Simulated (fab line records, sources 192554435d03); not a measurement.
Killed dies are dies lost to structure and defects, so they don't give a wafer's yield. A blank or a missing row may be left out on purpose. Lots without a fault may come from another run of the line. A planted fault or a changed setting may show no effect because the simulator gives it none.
fab line records | flow n5_finfet
record lots=14 wafers=42 last_day=17
route steps=1938 shown BEOL_M13@1703 BEOL_M14@1743
lots that met no fault: from a run of the same line without faults
start_h: hours from the record's first day to the start of the lot's first wafer shown | wait_h: hours since the lot's step before | " the same as in the row above | L1.1+2: a row that stands for several wafers | - no value, or no start given | * or withheld: withheld | < > ~ a bound
route shown NAME@n: a module of which the file shows steps, and the number in the route of the first | usual: mean/standard deviation of fault-free wafers | same: alike in all rows | chamber/n: place in a boat | sites: the reading at each site | _std_site: their standard deviation | _edge_site: outer sites' mean less inner sites' | radius_mm: how far each site lies from the wafer's centre | mask NAME#n: copy n | behind: the tool/chamber that last shaped the wafer | hold: why the lot was held/for how many hours/how that ended | device: the transistor (n, p or np) that didn't switch | end of line: the same wafers' tests at the end of the route | a step without rows: its recipe alone | killed: dies lost to structure and defects at the first sort, not the wafer's yield | map: a wafer's dies, x killed, . not, _ none there
set.NAME: the setting as run; set.NAME@STEP: as run at that earlier step | model.NAME: the simulator's own value behind a step, which no gauge read
steps of the route over a sample of lots; a table a step, a row a wafer
services: from which hour (start_h, from the record's first day; less than 0 if before it) a tool's chamber was out of use, for how many hours, and why
## steps
# step N5_BEOL_M13_DEGAS_41
# recipe ambient=vacuum temp_c=250 time_s=60
# usual heater_power_w=344/49
# columns lot.wafer tool chamber start_h wait_h heater_power_w
L478.2 pvd_sputter-01 - 256.32 0.4 305
L478.4 " - " " 355
L478.5 " - " " 359
L479.1 pvd_sputter-02 - 259.69 0.2 404
L479.3 " - " " 349
L479.5 " - " " 359
L480.1 pvd_sputter-02 - 269.31 0.1 280
L480.2 " - " " 411
L480.6 " - " " 276
L482.1 pvd_sputter-02 - 271.95 0.6 347
L482.2 " - " " 285
L482.6 " - " " 358
L485.2 pvd_sputter-02 - 282.77 0.4 412
L485.3 " - " " 358
L485.5 " - " " 366
L483.3 pvd_sputter-01 - 288.18 0.5 306
L483.4 " - " " 353
L483.6 " - " " 342
L484.1 pvd_sputter-01 - 290.82 0.5 356
L484.2 " - " " 357
L484.6 " - " " 357
L492.2 pvd_sputter-02 - 327.08 0.2 307
L492.3 " - " " 357
L492.6 " - " " 353
L493.3 pvd_sputter-01 - 343.53 0.2 308
L493.4 " - " " 443
L493.6 " - " " 450
L491.1 pvd_sputter-01 - 343.90 0.0 355
L491.3 " - " " 346
L491.5 " - " " 460
L496.1 pvd_sputter-02 - 352.55 0.4 406
L496.4 " - " " 283
L496.5 " - " " 290
L494.1 pvd_sputter-02 - 355.23 0.5 379
L494.4 " - " " 285
L494.6 " - " " 308
L498.2 pvd_sputter-02 - 361.47 0.1 355
L498.5 " - " " 408
L498.6 " - " " 353
L497.1 pvd_sputter-03 - 364.50 0.2 317
L497.4 " - " " 300
L497.5 " - " " 307
# step N5_BEOL_M13_RS_MEAS_54
# recipe thk_meas_gauge=four-point-probe reads=Cu_of_BEOL_M13_ECD_47+Ta_of_BEOL_M13_SPUTTER_44+TaN_of_BEOL_M13_SPUTTER_43
# usual M13_RS=0.0454/0.001
# columns lot.wafer tool chamber start_h wait_h M13_RS[ohm/sq]
L478.2 film_metro-01 - 257.57 0.1 0.0471
L478.4 " - " " 0.0440
L478.5 " - " " 0.0468
L479.1 film_metro-01 - 260.93 0.0 0.0461
L479.3 " - " " 0.0473
L479.5 " - " " 0.0463
L480.1 film_metro-01 - 270.55 0.0 0.0449
L480.2 " - " " 0.0459
L480.6 " - " " 0.0461
L482.1 film_metro-01 - 273.19 0.0 0.0466
L482.2 " - " " 0.0445
L482.6 " - " " 0.0466
L485.2 film_metro-01 - 284.54 0.1 0.0455
L485.3 " - " " 0.0460
L485.5 " - " " 0.0457
L483.3 film_metro-01 - 289.45 0.1 0.0464
L483.4 " - " " 0.0456
L483.6 " - " " 0.0444
L484.1 film_metro-01 - 293.56 0.0 0.0437
L484.2 " - " " 0.0450
L484.6 " - " " 0.0442
L492.2 film_metro-01 - 328.35 0.1 0.0449
L492.3 " - " " 0.0467
L492.6 " - " " 0.0451
L493.3 film_metro-02 - 344.79 0.1 0.0438
L493.4 " - " " 0.0450
L493.6 " - " " 0.0451
L491.1 film_metro-02 - 345.14 0.0 0.0452
L491.3 " - " " 0.0443
L491.5 " - " " 0.0457
L496.1 film_metro-02 - 353.80 0.0 0.0456
L496.4 " - " " 0.0446
L496.5 " - " " 0.0458
L494.1 film_metro-02 - 356.48 0.0 0.0447
L494.4 " - " " 0.0470
L494.6 " - " " 0.0468
L498.2 film_metro-02 - 362.76 0.1 0.0455
L498.5 " - " " 0.0447
L498.6 " - " " 0.0455
L497.1 film_metro-02 - 365.75 0.0 0.0453
L497.4 " - " " 0.0456
L497.5 " - " " 0.0460
# step N5_BEOL_M13_INSPECT_55
# recipe inspect_instrument=darkfield mode=post_dep
# usual raw_defect_count=71/24
# columns lot.wafer tool chamber start_h wait_h raw_defect_count
L478.2 defect_inspect-02 - 257.59 0.0 71
L478.4 " - " " 89
L478.5 " - " " 85
L479.1 defect_inspect-02 - 260.95 0.0 99
L479.3 " - " " 54
L479.5 " - " " 48
L480.1 defect_inspect-02 - 270.57 0.0 81
L480.2 " - " " 117
L480.6 " - " " 58
L482.1 defect_inspect-01 - 273.21 0.0 42
L482.2 " - " " 83
L482.6 " - " " 72
L485.2 defect_inspect-02 - 284.57 0.0 76
L485.3 " - " " 44
L485.5 " - " " 62
L483.3 defect_inspect-02 - 289.48 0.0 62
L483.4 " - " " 74
L483.6 " - " " 84
L484.1 defect_inspect-02 - 293.58 0.0 67
L484.2 " - " " 34
L484.6 " - " " 80
L492.2 defect_inspect-01 - 328.37 0.0 92
L492.3 " - " " 97
L492.6 " - " " 77
L493.3 defect_inspect-02 - 344.81 0.0 81
L493.4 " - " " 79
L493.6 " - " " 76
L491.1 defect_inspect-02 - 345.17 0.0 53
L491.3 " - " " 66
L491.5 " - " " 58
L496.1 defect_inspect-01 - 353.82 0.0 52
L496.4 " - " " 63
L496.5 " - " " 59
L494.1 defect_inspect-02 - 356.50 0.0 55
L494.4 " - " " 64
L494.6 " - " " 28
L498.2 defect_inspect-02 - 362.78 0.0 134
L498.5 " - " " 102
L498.6 " - " " 111
L497.1 defect_inspect-01 - 365.78 0.0 75
L497.4 " - " " 108
L497.5 " - " " 72
# step N5_BEOL_M14_PEB_26
# recipe peb_temp_c=130 peb_time_s=90
# usual chill_plate_temp_C=23.02/0.1 exhaust_pa=44.8/0.99
# columns lot.wafer tool chamber start_h wait_h chill_plate_temp_C exhaust_pa
L478.2 litho_track-05 0 258.99 0.0 23.23 44.7
L478.4 " 0 " " 23.09 44.4
L478.5 " 0 " " 22.86 44.9
L479.1 litho_track-05 0 262.48 0.1 23.12 43.3
L479.3 " 0 " " 22.99 45.0
L479.5 " 0 " " 23.02 44.7
L480.1 litho_track-02 0 271.99 0.1 23.12 43.8
L480.2 " 0 " " 23.11 44.2
L480.6 " 0 " " 23.04 44.0
L482.1 litho_track-05 0 274.61 0.1 23.17 43.2
L482.2 " 0 " " 23.12 44.7
L482.6 " 0 " " 23.10 43.2
L485.2 litho_track-04 - 286.64 0.0 - -
L485.3 " - " " - -
L485.5 " - " " - -
L483.3 litho_track-02 - 291.06 0.0 - -
L483.4 " - " " - -
L483.6 " - " " - -
L484.1 litho_track-02 0 294.98 0.1 22.96 44.4
L484.2 " 0 " " 23.12 45.4
L484.6 " 0 " " 23.13 44.6
L492.2 litho_track-04 0 329.64 0.0 23.12 44.5
L492.3 " 0 " " 22.90 43.8
L492.6 " 0 " " 23.19 44.8
L493.3 litho_track-02 0 346.25 0.0 22.98 45.1
L493.4 " 0 " " 23.00 44.5
L493.6 " 0 " " 22.99 45.4
L491.1 litho_track-02 0 346.65 0.1 23.07 45.6
L491.3 " 0 " " 22.98 46.7
L491.5 " 0 " " 23.13 46.1
L496.1 litho_track-05 0 355.17 0.1 22.75 44.8
L496.4 " 0 " " 22.79 43.3
L496.5 " 0 " " 22.87 44.0
L494.1 litho_track-02 0 357.89 0.1 23.10 44.2
L494.4 " 0 " " 22.84 43.3
L494.6 " 0 " " 22.98 43.6
L498.2 litho_track-02 0 364.17 0.0 23.08 46.9
L498.5 " 0 " " 23.00 45.5
L498.6 " 0 " " 23.06 46.0
L497.1 litho_track-04 0 367.26 0.1 23.06 44.2
L497.4 " 0 " " 23.14 46.5
L497.5 " 0 " " 23.28 45.7
## services
# columns tool chamber start_h hours kind
litho_track-02 - 333.21 - consumable_replace:filter
pvd_sputter-01 - 354.49 2.5 repair
## key
first_sign step=N5_BEOL_M14_PEB_26 reading=tool_record direction=missing
effect none on later readings
met_at N5_BEOL_M14_PEB_26
struck_lots L483,L485
later_rows_left_out L483.3,L483.4,L483.6,L485.2,L485.3,L485.5
sort_left_out L483.3,L483.4,L483.6,L485.2,L485.3,L485.5
not_acting_at N5_BEOL_M13_DEGAS_41,N5_BEOL_M13_RS_MEAS_54,N5_BEOL_M13_INSPECT_55
onset_between 271.99 286.64
fault kind=skipped_step_whole tool=litho_track-02,litho_track-04 chamber=- onset_h=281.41 steps=N5_BEOL_M14_PEB_26 scope=struck_lots_only
# sort_left_out: the simulated sort isn't trusted on such a fault, so these wafers' sort isn't shown, and their yield isn't known
# later_rows_left_out: the simulator's readings of these wafers behind a module that went badly wrong aren't trusted and aren't shown, but for the sort
